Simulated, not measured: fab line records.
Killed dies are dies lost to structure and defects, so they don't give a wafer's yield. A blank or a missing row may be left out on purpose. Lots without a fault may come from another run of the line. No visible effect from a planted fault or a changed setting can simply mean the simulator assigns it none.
What tool caused it?	flow nand harc	14 lots with 42 wafers sampled at 4 steps, on a route of 1302 steps

## WHAT EACH GAUGE READ, for each wafer
The record lacks any reading of a measuring or inspecting step that a usual standard deviation could be used to judge.

## WHAT TOOL EACH LOT RAN ON (gives the tool, then ch and the chambers of the sampled wafers, and finally the start)
lot	NHARC_P_GATE_DESCUM_48	NHARC_P_GATE_STRIP_75	NHARC_P_GATE_PEB_89	NHARC_P_GATE_STRIP_113
L786	rie diel-05 ch 1,2,3, day 6 04:42	plasma asher-02 ch 0,1, day 6 05:22	litho track-03 ch 0, day 6 07:55	plasma asher-02 ch 0,1, day 6 08:32
L788	rie diel-07 ch 0,2,3, day 6 18:17	plasma asher-02 ch 0,1, day 6 18:56	litho track-07 ch 0, day 6 21:28	plasma asher-02 ch 0,1, day 6 22:05
L789	rie diel-05 ch 0,1,3, day 7 03:14	plasma asher-02 ch 1, day 7 04:08	litho track-07 ch 0, day 7 06:32	plasma asher-02 ch 1, day 7 07:11
L790	rie diel-05 ch 0,1,2, day 7 08:46	plasma asher-02 ch 0, day 7 09:57	litho track-05 ch 0, day 7 12:37	plasma asher-02 ch 0,1, day 7 13:24
L791	rie diel-07 ch 1,2,3, day 8 01:23	plasma asher-02 ch 0,1, day 8 02:03	litho track-03 ch 0, day 8 04:28	plasma asher-02 ch 0,1, day 8 05:05
L792	rie diel-05 ch 0,2,3, day 8 10:02	plasma asher-01 ch 0,1, day 8 10:41	litho track-05 ch 0, day 8 13:15	plasma asher-02 ch 0,1, day 8 13:52
L793	rie diel-05 ch 1,2,3, day 9 02:14	plasma asher-02 ch 0,1, day 9 02:56	litho track-03, day 9 05:22	plasma asher-02 ch 0,1, day 9 05:59
L794	rie diel-05 ch 0,2,3, day 9 17:06	plasma asher-01 ch 0,1, day 9 17:47	litho track-03, day 9 20:04	plasma asher-02 ch 0,1, day 9 20:55
L795	rie diel-07 ch 0,2, day 9 18:00	plasma asher-02 ch 0,1, day 9 18:42	litho track-05 ch 0, day 9 21:14	plasma asher-01 ch 1, day 9 21:52
L804	rie diel-01 ch 0,1, day 13 10:41	plasma asher-02 ch 0,1, day 13 11:22	litho track-03 ch 0, day 13 13:48	plasma asher-02 ch 0,1, day 13 14:26
L805	rie diel-01 ch 1,2, day 14 00:31	plasma asher-01 ch 0,1, day 14 01:10	litho track-05 ch 0, day 14 03:35	plasma asher-01 ch 0,1, day 14 04:13
L806	rie diel-07 ch 0,1, day 14 04:37	plasma asher-02 ch 0,1, day 14 05:21	litho track-03 ch 0, day 14 07:46	plasma asher-02 ch 0,1, day 14 08:23
L807	rie diel-05 ch 0,2,3, day 14 20:45	plasma asher-02 ch 0,1, day 14 21:23	litho track-07 ch 0, day 15 00:28	plasma asher-02 ch 0,1, day 15 01:33
L808	rie diel-01 ch 1,2,3, day 14 21:33	plasma asher-01 ch 0, day 14 22:13	litho track-03 ch 0, day 15 01:14	plasma asher-01 ch 0,1, day 15 01:52
- NHARC_P_GATE_DESCUM_48: chemistry O2, time 3 s.
- NHARC_P_GATE_STRIP_75: strips in O2.
- NHARC_P_GATE_PEB_89: peb time 85 s.
- NHARC_P_GATE_STRIP_113: strips in N2/H2, time 740 s.

## AS READ BY THE TOOLS THEMSELVES (means over the sampled wafers that have a number; for cases with no such wafer, the mark the record gives instead)
NHARC_P_GATE_DESCUM_48. Usual: drypump motor current A 6.0 A, standard deviation 0.52; oes product au 1.002 a.u., standard deviation 0.0077; rf vpp V 57.9 V, standard deviation 0.86; showerhead plenum p Torr 1.97 Torr, standard deviation 0.072; throttle valve pct 11.310 %, standard deviation 0.0099.
lot	tool	drypump motor current A (A)	oes product au (a.u.)	rf vpp V (V)	showerhead plenum p Torr (Torr)	throttle valve pct (%)	flag
L786	rie diel-05	6.4	1.000	57.8	1.97	11.313	
L788	rie diel-07	5.5	0.998	57.8	2.03	11.304	
L789	rie diel-05	6.1	1.006	58.7	1.98	11.310	
L790	rie diel-05	6.3	0.998	58.0	1.94	11.308	
L791	rie diel-07	6.0	0.999	57.2	1.96	11.311	
L792	rie diel-05	6.1	1.005	58.0	1.97	11.308	
L793	rie diel-05	6.4	1.007	57.6	1.97	11.316	
L794	rie diel-05	6.1	1.006	57.2	1.97	11.308	
L795	rie diel-07	5.5	0.995	58.5	2.02	11.315	
L804	rie diel-01	6.1	1.000	57.6	2.01	11.310	
L805	rie diel-01	5.2	1.002	57.5	1.93	11.317	
L806	rie diel-07	6.1	0.996	57.6	1.90	11.316	
L807	rie diel-05	6.1	1.010	57.3	1.97	11.308	
L808	rie diel-01	5.5	1.005	57.8	1.92	11.319	

NHARC_P_GATE_STRIP_75. Usual: drypump motor current A 5.5 A, standard deviation 0.49; heater power w 340 W, standard deviation 21; rf refl power W 23 W, standard deviation 6.9.
lot	tool	drypump motor current A (A)	heater power w (W)	rf refl power W (W)	flag
L786	plasma asher-02	5.5	357	25	
L788	plasma asher-02	5.1	347	20	
L789	plasma asher-02	5.8	367	32	
L790	plasma asher-02	4.8	342	15	
L791	plasma asher-02	5.1	351	20	
L792	plasma asher-01	5.8	323	25	
L793	plasma asher-02	5.4	354	25	
L794	plasma asher-01	5.9	327	25	
L795	plasma asher-02	5.1	351	21	
L804	plasma asher-02	5.5	350	24	
L805	plasma asher-01	5.8	322	24	
L806	plasma asher-02	5.5	347	25	
L807	plasma asher-02	5.1	348	21	
L808	plasma asher-01	6.0	299	25	

NHARC_P_GATE_PEB_89. Usual: chill plate temp C 23.00 C, standard deviation 0.11; exhaust pa 45.1 Pa, standard deviation 0.86.
lot	tool	chill plate temp C (C)	exhaust pa (Pa)	flag
L786	litho track-03	23.06	45.4	
L788	litho track-07	22.97	44.4	
L789	litho track-07	23.07	43.8	
L790	litho track-05	23.02	46.1	
L791	litho track-03	23.18	44.8	
L792	litho track-05	23.07	45.4	
L793	litho track-03	-	-	OFF
L794	litho track-03	-	-	OFF
L795	litho track-05	22.93	45.3	
L804	litho track-03	22.96	45.7	
L805	litho track-05	23.00	44.9	
L806	litho track-03	23.05	45.5	
L807	litho track-07	22.85	44.6	
L808	litho track-03	22.96	45.0	

NHARC_P_GATE_STRIP_113. Usual: drypump motor current A 5.5 A, standard deviation 0.49; heater power w 91 W, standard deviation 5.7; rf refl power W 23 W, standard deviation 6.8.
lot	tool	drypump motor current A (A)	heater power w (W)	rf refl power W (W)	flag
L786	plasma asher-02	5.4	94	24	
L788	plasma asher-02	5.4	95	26	
L789	plasma asher-02	5.8	95	32	
L790	plasma asher-02	5.1	94	20	
L791	plasma asher-02	5.4	95	25	
L792	plasma asher-02	5.4	95	26	
L793	plasma asher-02	5.1	94	20	
L794	plasma asher-02	5.1	94	20	
L795	plasma asher-01	5.8	89	24	
L804	plasma asher-02	5.1	93	20	
L805	plasma asher-01	5.9	84	25	
L806	plasma asher-02	5.1	92	20	
L807	plasma asher-02	5.5	93	26	
L808	plasma asher-01	5.9	86	25	

## THE ANSWER, worked out from the rows above alone
Rule: take the mean of a lot's wafers that have a number; if it is more than 3 standard deviations from the usual mean, the lot is off. Also off: a lot with no number at a reading for which 4 or more lots have one. Where the step has rows for the other lots, those lots are counted as sound. First the gauges in route order, then the tools' own readings, where a lot's mean is used as printed above. At the first step where some lot is off, the reading lying furthest off is the one used; lots without a number count as furthest.
Off: L793, L794 (NHARC_P_GATE_PEB_89, chill plate temp C). Without a number there: L793, L794.
If a tool, at that step or one of the process steps before it, ran each lot that is off and ran no sound lot following the first of them, it fits. No candidate that was tried fits.

## WHAT WAS PUT IN BY THE SIMULATOR
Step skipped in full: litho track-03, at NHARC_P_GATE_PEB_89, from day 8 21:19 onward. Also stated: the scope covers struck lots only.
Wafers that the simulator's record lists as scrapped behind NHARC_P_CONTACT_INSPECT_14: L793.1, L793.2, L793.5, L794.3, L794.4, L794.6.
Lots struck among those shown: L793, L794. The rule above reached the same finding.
